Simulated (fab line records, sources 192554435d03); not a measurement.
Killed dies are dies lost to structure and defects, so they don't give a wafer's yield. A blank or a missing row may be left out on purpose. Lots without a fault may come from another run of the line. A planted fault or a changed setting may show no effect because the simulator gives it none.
fab line records | flow n5_finfet
record lots=6 wafers=17 last_day=16
route steps=1938 shown BEOL_M0_SAQP@651 BEOL_M4@1111
lots that met no fault: from a run of the same line without faults
start_h: hours from the record's first day to the start of the lot's first wafer shown | wait_h: hours since the lot's step before | " the same as in the row above | L1.1+2: a row that stands for several wafers | - no value, or no start given | * or withheld: withheld | < > ~ a bound
route shown NAME@n: a module of which the file shows steps, and the number in the route of the first | usual: mean/standard deviation of fault-free wafers | same: alike in all rows | chamber/n: place in a boat | sites: the reading at each site | _std_site: their standard deviation | _edge_site: outer sites' mean less inner sites' | radius_mm: how far each site lies from the wafer's centre | mask NAME#n: copy n | behind: the tool/chamber that last shaped the wafer | hold: why the lot was held/for how many hours/how that ended | device: the transistor (n, p or np) that didn't switch | end of line: the same wafers' tests at the end of the route | a step without rows: its recipe alone | killed: dies lost to structure and defects at the first sort, not the wafer's yield | map: a wafer's dies, x killed, . not, _ none there
set.NAME: the setting as run; set.NAME@STEP: as run at that earlier step | model.NAME: the simulator's own value behind a step, which no gauge read
lots at some steps of the route; a table a step, a row a wafer
services: from which hour (start_h, from the record's first day; less than 0 if before it) a tool's chamber was out of use, for how many hours, and why
## steps
# step N5_BEOL_M0_SAQP_INSPECT_16
# recipe mode=adi inspect_instrument=brightfield
# usual raw_defect_count=505/130
# columns lot.wafer tool chamber start_h wait_h raw_defect_count
L718.1 defect_inspect-02 - 126.13 0.0 456
L718.3 " - " " 456
L718.4 " - " " 383
L722.1 defect_inspect-02 - 149.67 0.0 530
L722.4 " - " " 511
L722.6 " - " " 681
L724.1 defect_inspect-01 - 161.08 0.0 566
L724.3 " - " " 588
L726.3 defect_inspect-01 - 174.66 0.0 382
L726.4 " - " " 397
L726.5 " - " " 464
L729.4 defect_inspect-01 - 192.10 0.0 483
L729.5 " - " " 370
L729.6 " - " " 504
L731.2 defect_inspect-01 - 203.57 0.0 257
L731.4 " - " " 339
L731.6 " - " " 353
# step N5_BEOL_M0_SAQP_DESCUM_19
# recipe chemistry=O2 time_s=7.9 source_power_w=50 bias_power_w=20 pressure_mtorr=20 rf_frequency_hz=2.712e+07 temp_c=40 resist=CAR-ArF o2_flow_sccm=225
# usual drypump_motor_current_A=6.0/0.41 oes_product_au=0.79/0.096 rf_vpp_V=243.2/1.1 showerhead_plenum_p_Torr=2.08/0.058 throttle_valve_pct=20.41/0.24
# columns lot.wafer tool chamber start_h wait_h drypump_motor_current_A oes_product_au rf_hours_counter_h rf_vpp_V showerhead_plenum_p_Torr throttle_valve_pct
L718.1 rie_diel-03 2 126.16 0.0 6.6 0.73 198 244.3 2.10 20.51
L718.3 " 0 " " 5.2 0.81 92 244.7 2.13 20.39
L718.4 " 1 " " 5.8 0.68 245 241.7 2.05 20.51
L722.1 rie_diel-01 3 149.84 0.2 5.9 0.72 193 243.2 2.06 20.34
L722.4 " 2 " " 6.0 0.71 - 245.0 2.16 20.53
L722.6 " 1 " " 6.1 0.92 - 243.0 2.06 20.55
L724.1 rie_diel-01 3 161.11 0.0 5.9 0.72 196 242.2 2.06 20.31
L724.3 " 0 " " 6.2 0.98 2 243.8 2.10 19.85
L726.3 rie_diel-02 0 174.69 0.0 6.6 0.89 50 243.4 2.14 20.11
L726.4 " 1 " " 5.7 0.75 157 242.5 2.02 20.92
L726.5 " 2 " " 5.7 0.66 - 242.1 1.95 20.68
L729.4 rie_diel-01 0 192.13 0.0 6.2 0.95 11 242.9 2.10 19.86
L729.5 " 0 " " 6.2 0.96 - 244.2 2.10 19.88
L729.6 " 3 " " 5.9 0.72 - 243.8 2.06 20.35
L731.2 rie_diel-03 1 204.56 1.0 5.8 0.95 14 241.8 2.04 20.15
L731.4 " 2 " " 6.6 0.70 226 243.5 2.09 20.54
L731.6 " 0 " " 5.3 0.78 - 244.0 2.12 20.44
# step N5_BEOL_M0_SAQP_ETCH_83
# recipe chemistry=CF4 target=SiARC target_depth_a=390 mask_material=CAR-ArF time_s=65 ion_energy_ev=80 pressure_mtorr=40 source_w=545 bias_w=36 Ar_flow_sccm=100 cf4_flow_sccm=100 ends=cleared
# usual drypump_motor_current_A=6.0/0.41 etch_rf_on_time_s=65.7/2 oes_product_au=0.67/0.075 rf_vpp_V=183.8/1.1 showerhead_plenum_p_Torr=2.13/0.053 throttle_valve_pct=15.62/0.22
# columns lot.wafer tool chamber start_h wait_h drypump_motor_current_A etch_rf_on_time_s oes_product_au rf_hours_counter_h rf_vpp_V showerhead_plenum_p_Torr throttle_valve_pct
L718.1 rie_diel-03 2 126.20 0.0 6.6 64.3 0.63 198 183.6 2.11 15.59
L718.3 " 0 " " 5.2 67.3 0.68 92 185.1 2.15 15.47
L718.4 " 1 " " 5.8 69.4 0.57 245 182.2 2.10 15.75
L722.1 rie_diel-01 3 149.87 0.0 5.9 68.5 0.60 193 185.1 2.14 15.75
L722.4 " 2 " " 6.1 65.2 0.63 - 185.2 2.22 15.75
L722.6 " 1 " " 6.0 67.7 0.78 - 181.2 2.11 15.60
L724.1 rie_diel-01 3 161.15 0.0 5.9 68.8 0.59 196 185.6 2.14 15.77
L724.3 " 0 " " 6.2 65.2 0.83 2 183.3 2.19 15.29
L726.3 rie_diel-02 0 174.73 0.0 6.7 63.8 0.75 50 184.4 2.18 15.26
L726.4 " 1 " " 5.7 65.8 0.63 157 184.0 2.06 16.04
L726.5 " 2 " " 5.7 62.2 0.58 - 181.6 2.04 16.09
L729.4 rie_diel-01 0 192.16 0.0 6.2 64.8 0.80 11 183.9 2.19 15.31
L729.5 " 0 " " 6.2 64.6 0.80 - 184.3 2.19 15.31
L729.6 " 3 " " 5.9 67.9 0.59 - 183.1 2.14 15.80
L731.2 rie_diel-03 1 204.59 0.0 5.9 67.6 0.79 14 182.0 2.09 15.31
L731.4 " 2 " " 6.6 63.7 0.62 226 185.5 2.10 15.67
L731.6 " 0 " " 5.2 66.8 0.67 - 184.1 2.15 15.55
# step N5_BEOL_M0_SAQP_ETCH_84
# recipe chemistry=N2/H2 target=SOC target_depth_a=1000 overetch_a=200 mask_material=SiARC temp_c=40 time_s=150 ion_energy_ev=200 pressure_mtorr=30 source_w=840 bias_w=150 n2_flow_sccm=200 h2_flow_sccm=200
# step N5_BEOL_M0_SAQP_STRIP_80
# recipe chemistry=N2/H2 temp_c=40 n2_flow_sccm=200 h2_flow_sccm=200 rf_frequency_hz=6e+07
# step N5_BEOL_M0_SAQP_HM_OPEN_112
# recipe chemistry=CHF3/O2 target=SiO2 stop_on=a-Si target_depth_a=120 over_etch_frac=1.25 mask_material=SOC time_s=13.5 pressure_mtorr=30 source_w=650 bias_w=170 Ar_flow_sccm=200 CHF3_flow_sccm=50 O2_flow_sccm=5 ion_energy_ev=200 ends=end_point
# step N5_BEOL_M0_SAQP_STRIP_113
# recipe chemistry=CHF3/O2 resist=SiARC rf_frequency_hz=6e+07
# step N5_BEOL_M0_SAQP_MANDREL_ETCH_20
# recipe target_depth_a=600 chemistry=HBr/Cl2 target=a-Si stop_on=SiNx bt_time_s=10 mask_material=SOC over_etch_frac=0.5 time_s=30 pressure_mtorr=10 icp_w=800 bias_w=75 HBr_flow_sccm=150 Cl2_flow_sccm=80 ends=end_point
# usual drypump_motor_current_A=5.6/0.37 oes_product_au=0.773/0.014 throttle_valve_pct=35.52/0.24
# columns lot.wafer tool chamber start_h wait_h drypump_motor_current_A oes_product_au rf_hours_counter_h throttle_valve_pct
L718.1 rie_si-04 3 126.44 0.0 5.4 0.778 112 36.00
L718.3 " 2 " " 5.5 0.789 38 35.35
L718.4 " 1 " " 5.7 0.789 182 35.39
L722.1 rie_si-05 2 150.12 0.0 5.3 0.757 87 35.96
L722.4 " 3 " " 5.6 0.770 101 35.29
L722.6 " 2 " " 5.3 0.767 - 35.93
L724.1 rie_si-05 1 161.39 0.0 4.9 0.785 77 35.38
L724.3 " 0 " " 5.6 0.783 5 35.32
L726.3 rie_si-02 2 174.97 0.0 5.5 0.749 154 35.52
L726.4 " 0 " " 5.9 0.767 149 35.59
L726.5 " 0 " " 5.9 0.768 - 35.57
L729.4 rie_si-05 2 192.40 0.0 5.3 0.757 87 35.96
L729.5 " 1 " " 4.9 0.796 - 35.33
L729.6 " 0 " " 5.6 0.781 - 35.34
L731.2 rie_si-04 1 204.83 0.0 5.7 0.772 183 35.44
L731.4 " 0 " " 6.4 0.754 150 35.27
L731.6 " 3 " " 5.4 0.784 - 35.98
# step N5_BEOL_M0_SAQP_STRIP_86
# recipe chemistry=N2/H2 power_w=500 temp_c=40 pressure_mtorr=50 rf_frequency_hz=6e+07 overash_fraction=0.3 bias_power_w=28 h2_frac=0.5 n2_flow_sccm=300 h2_flow_sccm=300
# step N5_BEOL_M0_SAQP_STRIP_115
# recipe chemistry=post_etch_residue_remover time_s=60 temp_c=25 remover_ph=withheld remover_water_wt_pct=withheld remover_fluoride_wt_pct=withheld
# step N5_BEOL_M0_SAQP_SRD_93
# recipe dry=ipa_marangoni time_s=30 temp_c=23 rinse_liquid=diw
# step N5_BEOL_M0_SAQP_RECESS_114
# recipe chemistry=HF/NH3 target=SiO2 target_depth_a=144 afs_cycles=3 temp_c=30 sublimation_temp_c=180 sublimation_time_s=60
# usual drypump_motor_current_A=5.4/0.3 foreline_p_Torr=0.1280/0.00033
# same afs_cycles=3 sublimation_time_s=60
# columns lot.wafer tool chamber start_h wait_h drypump_motor_current_A foreline_p_Torr
L718.1 vapor_etch-02 0 126.70 0.0 5.6 0.1278
L718.3 " 1 " " 5.0 0.1276
L718.4 " 0 " " 5.6 0.1283
L722.1 vapor_etch-02 1 150.35 0.0 5.0 0.1278
L722.4 " 1 " " 5.0 0.1280
L722.6 " 1 " " 5.0 0.1279
L724.1 vapor_etch-02 0 161.62 0.0 5.6 0.1285
L724.3 " 1 " " 4.9 0.1279
L726.3 vapor_etch-01 1 175.32 0.1 5.7 0.1278
L726.4 " 0 " " 5.6 0.1282
L726.5 " 0 " " 5.6 0.1280
L729.4 vapor_etch-01 1 192.88 0.3 5.7 0.1280
L729.5 " 1 " " 5.7 0.1277
L729.6 " 0 " " 5.6 0.1273
L731.2 vapor_etch-01 1 205.26 0.1 5.7 0.1284
L731.4 " 0 " " 5.6 0.1283
L731.6 " 1 " " 5.7 0.1281
# step N5_BEOL_M0_SAQP_SPACER1_ALD_98
# recipe material=SiO2 target_thk_a=128 temp_c=300 ald_precursor_family=BDEAS ald_co_reactant=O2-plasma pulse_time_s=1 purge_time_s=2 co_reactant_purge_time_s=2 ald_cycles=138 pressure_torr=2
# usual chamber_pressure_Torr=2.000/0.0046 heater_power_w=477/59 precursor_pulse_height_rel=0.998/0.019 susceptor_temp_C=299.99/0.19
# same co_reactant_purge_time_s=2
# columns lot.wafer tool chamber start_h wait_h chamber_pressure_Torr heater_power_w precursor_pulse_height_rel susceptor_temp_C
L718.1 ald_sin-02 1 127.09 0.3 2.005 525 0.995 299.63
L718.3 " 2 " " 2.010 403 0.976 299.85
L718.4 " 0 " " 2.006 384 1.013 300.27
L722.1 ald_sin-01 0 150.74 0.3 2.007 445 0.993 300.12
L722.4 " 3 " " 2.007 420 0.991 300.41
L722.6 " 2 " " 2.001 507 1.012 299.86
L724.1 ald_sin-04 0 162.29 0.6 2.001 532 1.025 300.02
L724.3 " 2 " " 1.999 509 0.991 300.02
L726.3 ald_sin-04 1 175.62 0.2 1.991 488 0.958 300.05
L726.4 " 0 " " 2.001 536 1.031 300.10
L726.5 " 3 " " 2.001 402 0.948 299.63
L729.4 ald_sin-01 0 193.15 0.2 1.999 462 0.971 304.23
L729.5 " 2 " " 2.004 537 1.036 304.29
L729.6 " 3 " " 1.998 433 0.990 304.15
L731.2 ald_sin-01 3 205.65 0.3 2.001 425 0.974 304.24
L731.4 " 0 " " 1.994 451 1.027 304.35
L731.6 " 0 " " 1.990 455 1.010 304.37
# step N5_BEOL_M0_SAQP_SPACER1_ETCHBACK_99
# recipe chemistry=CHF3/O2 mode=anisotropic_etchback target=SiO2 target_depth_a=154 time_s=7.7 pressure_mtorr=30 source_w=650 bias_w=170 Ar_flow_sccm=200 CHF3_flow_sccm=50 O2_flow_sccm=5 ion_energy_ev=200
# usual O2_flow_sccm=4.996/0.014 drypump_motor_current_A=6.0/0.39 oes_product_au=0.78/0.093 rf_vpp_V=527/16 showerhead_plenum_p_Torr=2.38/0.067 throttle_valve_pct=18.86/0.25
# columns lot.wafer tool chamber start_h wait_h O2_flow_sccm drypump_motor_current_A oes_product_au rf_hours_counter_h rf_vpp_V showerhead_plenum_p_Torr throttle_valve_pct
L718.1 rie_diel-03 1 127.56 0.3 5.002 5.8 0.67 246 541 2.37 19.04
L718.3 " 3 " " 5.002 6.5 0.71 192 486 2.47 18.81
L718.4 " 2 " " 5.002 6.6 0.73 199 535 2.36 18.72
L722.1 rie_diel-01 3 151.21 0.3 4.995 5.9 0.71 193 525 2.40 18.97
L722.4 " 2 " " 5.014 6.0 0.73 - 536 2.50 19.06
L722.6 " 3 " " 5.001 5.9 0.70 - 526 2.40 18.95
L724.1 rie_diel-03 1 162.77 0.3 4.995 5.8 1.00 1 543 2.37 18.66
L724.3 " 0 " " 4.981 5.2 0.80 105 534 2.41 18.73
L726.3 rie_diel-02 0 176.17 0.3 5.017 6.6 0.88 51 512 2.45 18.48
L726.4 " 3 " " 5.016 5.8 0.74 179 556 2.29 18.63
L726.5 " 2 " " 4.997 5.7 0.68 - 528 2.27 19.27
L729.4 rie_diel-01 3 193.62 0.3 5.002 5.9 0.70 206 526 2.39 18.98
L729.5 " 0 " " 5.008 6.2 0.94 - 517 2.47 18.67
L729.6 " 1 " " 4.989 6.1 0.89 - 522 2.35 18.89
L731.2 rie_diel-02 0 206.12 0.3 5.011 6.7 0.87 60 512 2.45 18.51
L731.4 " 3 " " 5.012 5.9 0.73 - 555 2.29 18.63
L731.6 " 0 " " 5.011 6.6 0.87 - 512 2.45 18.49
# step N5_BEOL_M4_RC_MEAS_101
# usual DIBL_N=36.1/2 DIBL_P=36.3/2.5 IOFF_N=0.16/0.037 IOFF_P=0.21/0.039 ION_N=678/15 ION_P=465/8.7 SS_N=71.4/0.7 SS_P=73.3/0.74 VT_N=249/3.6 VT_P=-250.0/2.9
# columns lot.wafer tool chamber start_h wait_h DIBL_N[mV/V] DIBL_P[mV/V] IOFF_N[nA/um] IOFF_P[nA/um] ION_N[uA/um] ION_P[uA/um] SS_N[mV/dec] SS_P[mV/dec] VT_N[mV] VT_P[mV]
L718.1 prober-02 0 181.07 0.0 37.8 37.0 0.16 0.24 687 473 71.6 73.8 250 -247.3
L718.3 " 0 " " 35.7 32.9 0.12 0.18 654 451 71.3 72.5 254 -252.8
L718.4 " 0 " " 33.7 31.7 0.09 0.17 640 449 70.3 72.8 256 -252.8
L722.1 prober-02 0 199.62 0.0 37.1 37.3 0.16 0.24 682 471 71.7 73.8 250 -248.0
L722.4 " 0 " " 38.9 40.3 0.18 0.29 664 462 72.1 74.2 249 -248.7
L722.6 " 0 " " 34.2 32.8 0.11 0.17 653 449 70.5 72.2 255 -251.8
L724.1 prober-01 0 233.68 0.0 34.4 34.5 0.13 0.19 663 462 71.1 72.9 252 -249.8
L724.3 " 0 " " 39.3 39.2 0.22 0.28 669 464 72.4 73.9 249 -246.1
L726.3 prober-01 0 256.17 0.3 37.9 36.7 0.17 0.24 654 455 72.0 73.6 252 -246.1
L726.4 " 0 " " 34.7 33.0 0.13 0.19 670 457 70.6 72.4 251 -249.3
L726.5 " 0 " " 35.3 33.8 0.13 0.20 657 465 71.1 73.2 252 -250.4
L729.4 prober-01 0 269.30 0.5 36.8 36.9 0.18 0.24 682 470 71.6 73.6 247 -244.9
L729.5 " 0 " " 36.0 35.8 0.15 0.23 659 464 71.5 73.7 250 -250.1
L729.6 " 0 " " 35.5 36.3 0.16 0.24 685 477 71.4 73.4 246 -245.0
L731.2 prober-02 0 284.11 0.2 37.8 39.4 0.20 0.21 685 459 71.8 73.6 243 -253.1
L731.4 " 0 " " 35.1 36.4 0.14 0.18 683 468 71.0 73.1 250 -252.0
L731.6 " 0 " " 32.7 32.8 0.12 0.14 663 449 70.2 72.4 252 -257.2
## services
# columns tool chamber start_h hours kind
rie_si-02 0 114.51 2.6 repair
rie_diel-02 2 114.71 9.7 repair
rie_diel-03 1 142.19 - clean
rie_diel-03 1 142.19 - consumable_replace:focus_ring
rie_diel-03 1 142.19 18.4 scheduled_down
rie_diel-03 1 142.19 18.4 vent_cycle
rie_diel-01 0 143.73 - clean
rie_diel-01 0 143.73 - consumable_replace:focus_ring
rie_diel-01 0 143.73 12.9 scheduled_down
rie_diel-01 0 143.73 12.9 vent_cycle
rie_si-04 2 156.14 6.2 repair
ald_sin-01 - 157.80 2.8 pm
rie_diel-02 3 159.82 13.2 repair
ald_sin-02 - 164.05 2.8 repair
rie_si-05 2 164.19 6.8 repair
rie_si-04 0 178.88 4.3 repair
rie_diel-01 - 185.38 2.8 pm
rie_si-05 - 202.99 2.8 pm
rie_diel-02 2 203.25 - clean
rie_diel-02 2 203.25 - consumable_replace:focus_ring
rie_diel-02 2 203.25 - consumable_replace:showerhead
rie_diel-02 2 203.25 16.7 scheduled_down
rie_diel-02 2 203.25 16.7 vent_cycle
rie_diel-01 1 203.57 9.8 repair
## key
first_sign step=N5_BEOL_M0_SAQP_SPACER1_ALD_98 reading=susceptor_temp_C direction=up sigmas=23 usual=* struck=*
effect none on later readings
met_at N5_BEOL_M0_SAQP_SPACER1_ALD_98
struck_wafers L729.4,L729.5,L729.6,L731.2,L731.4,L731.6
onset_between 150.74 193.15
fault kind=process_parameter_drift tool=ald_sin-01 chamber=- onset_h=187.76 steps=N5_BEOL_M0_SAQP_SPACER1_ALD_98 channel=temp_c offset=* shape=step end_h=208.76 acts_in=* stated=*
